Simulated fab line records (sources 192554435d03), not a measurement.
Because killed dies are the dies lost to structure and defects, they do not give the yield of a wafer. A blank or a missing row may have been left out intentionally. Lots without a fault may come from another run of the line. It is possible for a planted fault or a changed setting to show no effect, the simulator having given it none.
Tool commonality check -- flow n5Finfet -- Sampled: 11 lots, 33 wafers

REASON FOR OPENING
At N5_BEOL_M12_INSPECT_55 the reading rawDefectCount is flagged on 3 of 11 lots. Wafers without a fault read 68, standard deviation 26.
Rule: a lot is flagged in two cases, either no wafer of it has a number, or all its wafers with numbers fall more than 4 standard deviations from that mean. The other lots count as sound.

lot,measured,on,"rawDefectCount, wafer by wafer",flag
L917,day 10 20:02,defectInspect-01,57 133 68,
L919,day 11 15:53,defectInspect-01,41 48 34,
L920,day 11 16:12,defectInspect-01,56 75 108,
L918,day 12 01:34,defectInspect-01,56 28 85,
L923,day 13 06:05,defectInspect-01,874 902 890,FLAGGED
L925,day 13 11:37,defectInspect-02,842 865 843,FLAGGED
L922,day 13 12:28,defectInspect-01,862 867 907,FLAGGED
L933,day 15 05:55,defectInspect-01,102 76 57,
L936,day 16 12:31,defectInspect-02,29 55 40,
L938,day 17 03:29,defectInspect-01,50 60 63,
L939,day 17 09:28,defectInspect-01,61 122 88,
Average over the flagged lots: 872; offset from the usual +804, equal to +31 standard deviations.

LOT BY LOT: THE TOOL USED
The record keeps 1 process step preceding the reading, out of 1938 steps on the route. Every cell lists first the tool, next ch and the chambers used by the sampled wafers, and last the start.
lot,flag,N5_BEOL_M12_PRE_CLEAN_52
L917,,"pecvd-01 ch 0,1,2, day 10 19:55"
L919,,"pecvd-01 ch 0,1,2, day 11 15:46"
L920,,"pecvd-02 ch 0,1, day 11 16:05"
L918,,"pecvd-01 ch 0,1,2, day 12 01:27"
L923,FLAGGED,"pecvd-01 ch 0,1, day 13 05:59"
L925,FLAGGED,"pecvd-01 ch 0,1, day 13 11:29"
L922,FLAGGED,"pecvd-01 ch 0,1,2, day 13 12:21"
L933,,"pecvd-02 ch 1,2, day 15 05:48"
L936,,"pecvd-01 ch 0,1,2, day 16 12:24"
L938,,"pecvd-01 ch 0,1,2, day 17 03:23"
L939,,"pecvd-01 ch 0,2, day 17 09:21"
What is done by these steps:
- N5_BEOL_M12_PRE_CLEAN_52: time 15 s.
- N5_BEOL_M12_INSPECT_55: inspects for defects (darkfield).

FLAGGED OVER TOTAL, TOOL BY TOOL (the gauges that took the reading come last)
step,tool,lots run,flagged,share of the flagged lots,sound lots run after its first flagged lot
N5_BEOL_M12_PRE_CLEAN_52,pecvd-01,9,3,all,"3 (L936,L938,L939)"
N5_BEOL_M12_PRE_CLEAN_52,pecvd-02,2,0,none,-
N5_BEOL_M12_INSPECT_55,defectInspect-01,9,2,some,"3 (L933,L938,L939)"
N5_BEOL_M12_INSPECT_55,defectInspect-02,2,1,some,1 (L936)

WHAT IS ALLOWED BY THE TABLE
In the table, 1 row covers all flagged lots: pecvd-01 at N5_BEOL_M12_PRE_CLEAN_52.
- pecvd-01 at N5_BEOL_M12_PRE_CLEAN_52: 3 of its 9 lots flagged. Lots that were sound ran on it after the first flagged one (L936, L938, L939); a persistent fault on the entire tool would not allow that.
Every row of the table either missed a flagged lot or ran a sound lot after the first.

WHAT HAD BEEN PUT IN BY THE SIMULATOR
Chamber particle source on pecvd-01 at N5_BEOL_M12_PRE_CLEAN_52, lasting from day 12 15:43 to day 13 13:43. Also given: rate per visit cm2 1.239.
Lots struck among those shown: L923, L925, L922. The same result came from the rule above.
